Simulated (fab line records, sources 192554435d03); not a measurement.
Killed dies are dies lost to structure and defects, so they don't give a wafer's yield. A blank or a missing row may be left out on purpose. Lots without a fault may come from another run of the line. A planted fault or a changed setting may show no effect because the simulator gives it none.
One fault seen from 2 desks | flow n5_finfet | each desk has only its own numbers; what lay behind them comes last

THE TOOL OWNER'S DESK: litho_track-04
The tool's own readings at N5_BEOL_M9_COAT_64 (time 60 s, resist thk 12 nm): means of the sampled wafers that have a number, for each lot that ran on this tool. A lot is out of limits, marked OUT, if its mean lies more than 4 standard deviations from the usual mean; the brackets give that distance.
Columns: A = dispense_pressure_kPa at N5_BEOL_M9_COAT_64, usual 47.2 kPa; B = exhaust_pa at N5_BEOL_M9_COAT_64, usual 44.7 Pa; C = spin_speed_rpm at N5_BEOL_M9_COAT_64, usual 1500.0 rpm
lot  | first seen here | A    | B    | C
L289 | day 11 05:49    | 44.6 | 44.1 | 1499.8
L290 | day 12 00:55    | 44.6 | 45.1 | 1499.3
L294 | day 12 05:13    | 44.6 | 44.6 | 1599.5 (+99 or more) OUT
L295 | day 12 12:33    | 44.6 | 44.2 | 1598.4 (+99 or more) OUT
L299 | day 13 06:33    | 44.6 | 44.4 | 1599.7 (+99 or more) OUT
L306 | day 15 22:52    | 44.6 | 45.0 | 1499.7
This desk's finding: out of limits on L294, L295, L299; first on L294, day 12 05:13 (spin_speed_rpm at N5_BEOL_M9_COAT_64). In limits: L289, L290, L306.

THE METROLOGY DESK
What the gauges read, lot by lot, whatever tool the lot ran on: means of the sampled wafers that have a number. A lot is out of limits, marked OUT, if its mean lies more than 4 standard deviations from the usual mean; the brackets give that distance.
Columns: A = cd_nm at N5_BEOL_M9_CD_MEAS_18, usual 70.1 nm
lot  | first seen here | A
L289 | day 11 04:01    | 70.4
L290 | day 12 00:52    | 70.3
L294 | day 12 02:51    | 70.0
L295 | day 12 12:04    | 70.6
L299 | day 13 06:19    | 69.9
L301 | day 14 07:04    | 70.3
L307 | day 15 08:02    | 69.9
L306 | day 15 21:53    | 70.1
L308 | day 16 12:11    | 70.4
L309 | day 16 15:20    | 69.0
L311 | day 16 23:07    | 70.3
This desk's finding: nothing out of limits on any of the 11 lots.

PUT TOGETHER
The tool owner's desk could have raised an alarm at day 12 05:13, on L294, L295, L299.
The metrology desk saw nothing out of limits.
The metrology desk has L294, L295, L299 on record, within its limits.
Of the lots named, all ran N5_BEOL_M9_COAT_64 on litho_track-04.

WHAT THE SIMULATOR HAD PUT IN
Process parameter drift: litho_track-04, from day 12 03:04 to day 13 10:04, at N5_BEOL_M9_COAT_64. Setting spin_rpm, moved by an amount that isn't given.
Lots struck among those shown: L294, L295, L299.
Hours from the fault's start to each desk's first reading out of limits: the tool owner's desk, 2.
